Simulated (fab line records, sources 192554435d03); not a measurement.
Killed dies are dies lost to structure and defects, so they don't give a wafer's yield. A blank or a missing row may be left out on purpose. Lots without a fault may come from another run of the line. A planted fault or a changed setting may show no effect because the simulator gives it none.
A struck lot beside a sound one | flow n5_finfet | 19 steps out of a route of 1938
Sound: wafers L741.2, L741.3, L741.5. Struck: wafer L733.6. (L733.5 of the same lot was not struck and is left out.) The cause comes at the end.
At each step with rows: each side's tool, then ch and its chambers, then its first start. Under that, the readings that differ: sound wafers | struck wafers | difference of the means | sigmas: that difference in standard deviations of wafers without a fault.
alike: readings whose means differ by less than 2 such deviations, and words and numbers that are the same on both sides. not compared: withheld readings, readings that some wafer has no value for, bounds like >300 that may hide the same value, and numbers for which the record gives no deviation and whose values overlap.
The two part at a step that has a row with sigmas, a row that says differs or no value, or rows on one side only. Numbers that don't overlap but have no deviation are shown without sigmas and don't part them. A reading that every wafer of one side lacks parts them only if that side has two wafers or more.

first, 8 steps without rows for these wafers: N5_BEOL_M15_COAT_60 (time 60 s, resist thk 89 nm); N5_BEOL_M15_COAT_22 (resist thk 800 nm); N5_BEOL_M15_EBR_24; N5_BEOL_M15_SOFTBAKE_23 (time 60 s); N5_BEOL_M15_EXPOSE_25 (exposes mask M15, target cd 400 nm); N5_BEOL_M15_PEB_26 (peb time 90 s); N5_BEOL_M15_DEVELOP_27 (develop time 45 s); N5_BEOL_M15_HARDBAKE_32 (time 120 s).
N5_BEOL_M15_CD_MEAS_28: target cd 407.6 nm.
  sound on cd_sem-01 ch 0, day 15 13:38; struck on cd_sem-02 ch 0, day 14 05:16
  alike: cd_nm
N5_BEOL_M15_OVL_MEAS_29:
  sound on overlay-01 ch 0, day 15 13:40; struck on overlay-01 ch 0, day 14 05:17
  alike: M15_OVL
N5_BEOL_M15_INSPECT_30: inspects for defects (macro).
  sound on defect_inspect-02, day 15 13:41; struck on defect_inspect-02, day 14 05:19
  alike: raw_defect_count
N5_BEOL_M15_DESCUM_33: chemistry O2, time 7.9 s.
  sound on rie_diel-05 ch 0,1,3, day 15 13:44; struck on rie_diel-01 ch 2, day 14 05:34
  reading                | sound             | struck | difference | sigmas
  throttle_valve_pct (%) | 20.82 21.00 20.48 | 20.19  | -0.58      | -2
  alike: drypump_motor_current_A, oes_product_au, rf_vpp_V, showerhead_plenum_p_Torr
  not compared: rf_hours_counter_h
N5_BEOL_M15_ETCH_61: etches BARC in N2/H2, target depth 89 nm, overetch 26.7 nm, time 67.9 s.
  sound on rie_diel-05 ch 0,1,3, day 15 13:46; struck on rie_diel-01 ch 2, day 14 05:36
  reading                                    | sound             | struck | difference | sigmas
  throttle_valve_pct (%)                     | 18.23 18.29 17.78 | 17.53  | -0.57      | -2
  model.coat_of_BEOL_M15_COAT_22.thk_nm (nm) | 721 719.4 716.2   | 692.2  | -26.7      |
  model.BEOL_M15.cd_nm (nm)                  | 401.2 398.8 400.6 | 406.6  | +6.4       |
  alike: drypump_motor_current_A, oes_product_au, rf_vpp_V, showerhead_plenum_p_Torr
  not compared: rf_hours_counter_h
N5_BEOL_M15_TRENCH_ETCH_34: etches SiO2 in C4F8/O2/Ar, target depth 872.93 nm, time 199 s.
  sound on rie_diel-05 ch 0,1,3, day 15 13:49; struck on rie_diel-01 ch 2, day 14 05:43
  reading                                    | sound             | struck | difference | sigmas
  throttle_valve_pct (%)                     | 31.35 31.39 30.94 | 30.47  | -0.76      | -3
  model.coat_of_BEOL_M15_COAT_22.thk_nm (nm) | 546.2 546.6 537.8 | 519.4  | -24.1      |
  alike: drypump_motor_current_A, oes_ar_750_au, oes_product_au, rf_vpp_V, showerhead_plenum_p_Torr
  not compared: rf_hours_counter_h
N5_BEOL_M15_STRIP_36: strips in O2.
  sound on rie_diel-01 ch 2,3, day 15 14:13; struck on rie_diel-01 ch 0, day 14 05:53
  reading      | sound       | struck | difference | sigmas
  rf_vpp_V (V) | 2.2 2.9 3.8 | 5.3    | +2.3       | +2
  alike: drypump_motor_current_A, oes_product_au, showerhead_plenum_p_Torr, throttle_valve_pct
  not compared: rf_hours_counter_h
N5_BEOL_M15_STRIP_62: strips in O2.
  sound on rie_diel-01 ch 2,3; struck on rie_diel-01 ch 0
  reading      | sound       | struck | difference | sigmas
  rf_vpp_V (V) | 3.0 4.2 3.9 | 4.7    | +1.0       | +2
  alike: drypump_motor_current_A, oes_product_au, showerhead_plenum_p_Torr, throttle_valve_pct
  not compared: rf_hours_counter_h
N5_BEOL_M15_STRIP_37: strips in O2.
  sound on rie_diel-01 ch 2,3; struck on rie_diel-01 ch 0
  alike: drypump_motor_current_A, oes_product_au, rf_vpp_V, showerhead_plenum_p_Torr, throttle_valve_pct
  not compared: rf_hours_counter_h
N5_BEOL_M15_ETCH_38: etches SiCN in CF4/N2, target depth 106.4 nm, time 120.5 s.
  sound on rie_diel-01 ch 2,3; struck on rie_diel-01 ch 0
  reading                   | sound           | struck | difference | sigmas
  model.BEOL_M15.cd_nm (nm) | 401 398.4 399.8 | 406.6  | +6.9       |
  alike: drypump_motor_current_A, oes_product_au, rf_vpp_V, showerhead_plenum_p_Torr, throttle_valve_pct
  not compared: rf_hours_counter_h
then, 1 step without rows for these wafers: N5_BEOL_M15_PRECLEAN_39 (cleans in residue remover, time 60 s).

WHERE THEY PART
First at N5_BEOL_M15_DESCUM_33; last, within this record, at N5_BEOL_M15_STRIP_62. Later steps at which nothing parts them and some readings are alike: N5_BEOL_M15_STRIP_37, N5_BEOL_M15_ETCH_38.

WHY: what the simulator had put in
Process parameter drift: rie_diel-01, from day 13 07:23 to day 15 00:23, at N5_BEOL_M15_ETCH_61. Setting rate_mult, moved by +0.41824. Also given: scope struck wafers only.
